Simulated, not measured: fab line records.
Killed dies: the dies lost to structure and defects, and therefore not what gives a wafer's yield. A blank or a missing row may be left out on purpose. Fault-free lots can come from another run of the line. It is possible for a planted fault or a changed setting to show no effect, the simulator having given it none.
Which tool is to blame? -- flow n5-finfet -- 10 lots, 28 wafers sampled, at 5 steps of a route of 1938

## WHAT THE GAUGES READ, wafer by wafer
No reading from a measuring or inspecting step in the record can be judged against a usual standard deviation.

## WHICH TOOL RAN EACH LOT (tool, then ch and the chambers of the sampled wafers, then the start)
lot,N5_MIM_TOP_ALD_02,N5_MIM_TOP_ETCH_PECVD_03,N5_MIM_BOT_ETCH_ETCH_04,N5_MIM_BOT_ETCH_ETCH_00,N5_PASSIVATION_PROBE_49
L708,"ald-hk-01 ch 0,1,2, day 12 16:30 or earlier","pecvd-02 ch 1,2, day 12 16:30","rie-diel-06 ch 1,3, day 12 17:01","rie-metal-01 ch 0, day 12 17:11",-
L709,"ald-hk-02 ch 0,1,2, day 13 06:51 or earlier","pecvd-01 ch 0,1, day 13 06:51","rie-diel-06 ch 0,2,3, day 13 07:29","rie-metal-01 ch 0,1, day 13 07:40",-
L713,"ald-hk-03 ch 0,3, day 14 07:37 or earlier","pecvd-01 ch 0,1,2, day 14 07:37","rie-diel-06 ch 0,1,3, day 14 08:35","rie-metal-01 ch 1, day 14 08:46",-
L718,"ald-hk-01 ch 0,1,2, day 15 19:53 or earlier","pecvd-04 ch 0,2, day 15 19:53","rie-diel-01 ch 0,1,2, day 15 20:23","rie-metal-03 ch 0, day 15 20:34","prober-01, day 16 04:38"
L721,"ald-hk-01 ch 0,2,3, day 16 08:40 or earlier","pecvd-04 ch 0,1,2, day 16 08:40","rie-diel-06 ch 0,1,2, day 16 09:17","rie-metal-03 ch 0,1, day 16 09:28",-
L724,"ald-hk-02 ch 1,2,3, day 16 08:48 or earlier","pecvd-02 ch 0,1, day 16 08:48","rie-diel-06 ch 0,1,3, day 16 09:25","rie-metal-02 ch 0, day 16 09:36","prober-02, day 16 20:26"
L723,"ald-hk-02 ch 0,3, day 16 14:38 or earlier","pecvd-02 ch 0,1, day 16 14:38","rie-diel-05 ch 2,3, day 16 15:16","rie-metal-02 ch 0,1, day 16 15:26",-
L727,"ald-hk-03 ch 0,2,3, day 17 11:19 or earlier","pecvd-02 ch 0,2, day 17 11:19","rie-diel-06 ch 0,2,3, day 17 11:56","rie-metal-01 ch 0,1, day 17 12:07","prober-01, day 17 23:24"
L730,"ald-hk-03 ch 0,1,2, day 17 23:23 or earlier","pecvd-01 ch 1,2, day 17 23:23","rie-diel-01 ch 0,3, day 18 00:04","rie-metal-02 ch 0,1, day 18 00:15",-
L729,"ald-hk-03 ch 0, day 18 03:59 or earlier","pecvd-04 ch 1,2, day 18 03:59","rie-diel-01 ch 2,3, day 18 04:38","rie-metal-02 ch 1, day 18 04:52",-
- N5_MIM_TOP_ALD_02: deposits Al2O3, purge time 3 s, co reactant pulse time 3 s.
- N5_MIM_TOP_ETCH_PECVD_03: deposits SiNx from SiH4/NH3/N2, target thk 20 nm, time 17.6 s.
- N5_MIM_BOT_ETCH_ETCH_04: etches SiNx in CF4/O2, target depth 26 nm, time 13 s.
- N5_MIM_BOT_ETCH_ETCH_00: etches TiN in Cl2/BCl3, target depth 45.5 nm.
- N5_PASSIVATION_PROBE_49

## AS READ BY THE TOOLS THEMSELVES (means over the sampled wafers that have a number; for cases with no such wafer, the mark the record gives instead)
N5_MIM_TOP_ALD_02.
lot,tool,precursor-pulse-height-rel
L708,ald-hk-01,0.989
L709,ald-hk-02,1.011
L713,ald-hk-03,0.999
L718,ald-hk-01,0.998
L721,ald-hk-01,1.001
L724,ald-hk-02,1.006
L723,ald-hk-02,1.010
L727,ald-hk-03,1.012
L730,ald-hk-03,0.977
L729,ald-hk-03,1.024

N5_MIM_TOP_ETCH_PECVD_03.
lot,tool,chamber-pressure-Torr (Torr),heater-power-w (W),showerhead-plenum-p-Torr (Torr),throttle-valve-pct (%)
L708,pecvd-02,1.498,715,5.16,37.6
L709,pecvd-01,1.499,723,5.04,41.4
L713,pecvd-01,1.500,792,5.05,39.8
L718,pecvd-04,1.501,778,5.16,39.5
L721,pecvd-04,1.501,754,5.19,39.0
L724,pecvd-02,1.501,736,5.17,40.9
L723,pecvd-02,1.506,732,5.14,40.6
L727,pecvd-02,1.503,748,5.10,38.2
L730,pecvd-01,1.495,793,5.02,39.8
L729,pecvd-04,1.499,717,5.22,37.8

N5_MIM_BOT_ETCH_ETCH_04.
lot,tool,bias-w (W),chamber-pressure-mTorr (mTorr),drypump-motor-current-A (A),mfc-ar-sccm (sccm),oes-product-au (a.u.),rf-vpp-V (V),showerhead-plenum-p-Torr (Torr),throttle-valve-pct (%)
L708,rie-diel-06,49.13,40.03,5.5,100.0,0.83,244,2.20,15.98
L709,rie-diel-06,48.84,40.04,5.2,99.8,0.80,243,2.25,15.99
L713,rie-diel-06,48.93,40.03,5.5,100.0,0.86,242,2.26,15.96
L718,rie-diel-01,49.01,39.99,5.5,100.0,0.80,240,2.21,15.95
L721,rie-diel-06,48.96,40.01,5.6,99.8,0.79,242,2.27,15.97
L724,rie-diel-06,48.99,40.01,5.5,100.3,0.83,242,2.26,16.00
L723,rie-diel-05,49.04,40.00,6.0,100.2,0.82,240,2.18,16.05
L727,rie-diel-06,49.00,40.00,5.2,100.2,0.77,244,2.24,16.06
L730,rie-diel-01,49.08,40.00,5.5,100.1,0.81,237,2.22,15.96
L729,rie-diel-01,49.06,40.01,5.2,100.2,0.84,246,2.22,15.87

N5_MIM_BOT_ETCH_ETCH_00.
lot,tool,bias-w (W),chamber-pressure-mTorr (mTorr),drypump-motor-current-A (A),mfc-ar-sccm (sccm),oes-product-au (a.u.),throttle-valve-pct (%)
L708,rie-metal-01,126.1,9.997,4.7,24.94,0.87,22.0
L709,rie-metal-01,126.2,10.000,5.8,24.98,0.91,21.5
L713,rie-metal-01,126.2,9.998,6.3,24.95,0.92,21.2
L718,rie-metal-03,120.3,10.000,6.3,25.01,0.83,21.9
L721,rie-metal-03,119.8,9.998,6.4,24.98,0.81,21.9
L724,rie-metal-02,126.0,10.000,5.6,25.07,0.69,21.8
L723,rie-metal-02,125.8,9.989,5.8,24.88,0.71,22.1
L727,rie-metal-01,125.9,10.000,5.7,25.02,0.88,21.5
L730,rie-metal-02,125.7,9.999,5.7,25.00,0.70,22.0
L729,rie-metal-02,125.8,10.012,6.1,25.09,0.72,22.4

N5_PASSIVATION_PROBE_49.
lot,tool,defect-limited-yield (%),killed_at_M0_to_M3,killed_at_M4_up,killed-at-contacts,killed-at-front-end,killed-at-other,killed-dies,killed-open,killed-short,sort_bin_4_leakage (%),sort_bin_5_function (%),sort_bin_6_memory (%),sort-n-pass,sort-yield-pct (%)
L718,prober-01,91.2,31,12,12,40,8.3,104,61,36,0.00,5.1,2.9,1076,91.2
L724,prober-02,92.0,34,12,7,38,4.0,94,59,34,0.00,4.3,3.1,1086,92.0
L727,prober-01,88.8,37,17,26,46,6.3,133,89,42,0.00,7.2,3.7,1047,88.8

## THE ANSWER, worked out from the rows above alone
Rule: the lots themselves supply what counts as usual. The widest of any qualifying gaps counts: lots, ordered by their means at a reading, are off when they make up no more than a third of the lots, leave a main group of 4 or more, and stand apart from it by 3 or more times the standard deviation of that group's means. A main group whose means are all the same, to the digits that the tables above print for the reading, isn't used. A lot without any number at a reading at which 4 lots or more have one is off too. The other lots that the step has rows for count as sound. First the gauges in route order, then the tools' own readings, where a lot's mean is used as printed above. At the first step where some lot is off, the reading lying furthest off is the one used; lots without a number count as furthest.
Off: L718, L721 (N5_MIM_BOT_ETCH_ETCH_00, bias-w). The main group: mean 126.0 W, standard deviation 0.18.
If a tool, at that step or one of the process steps before it, ran each lot that is off and ran no sound lot following the first of them, it fits. Because N5_MIM_TOP_ALD_02 lacks a start for some lots, the hours and order of its lots are taken from N5_MIM_TOP_ETCH_PECVD_03. This does not decide it: 2 tools fit, namely ald-hk-01 at N5_MIM_TOP_ALD_02 and rie-metal-03 at N5_MIM_BOT_ETCH_ETCH_00.

## WHAT THE SIMULATOR PUT IN
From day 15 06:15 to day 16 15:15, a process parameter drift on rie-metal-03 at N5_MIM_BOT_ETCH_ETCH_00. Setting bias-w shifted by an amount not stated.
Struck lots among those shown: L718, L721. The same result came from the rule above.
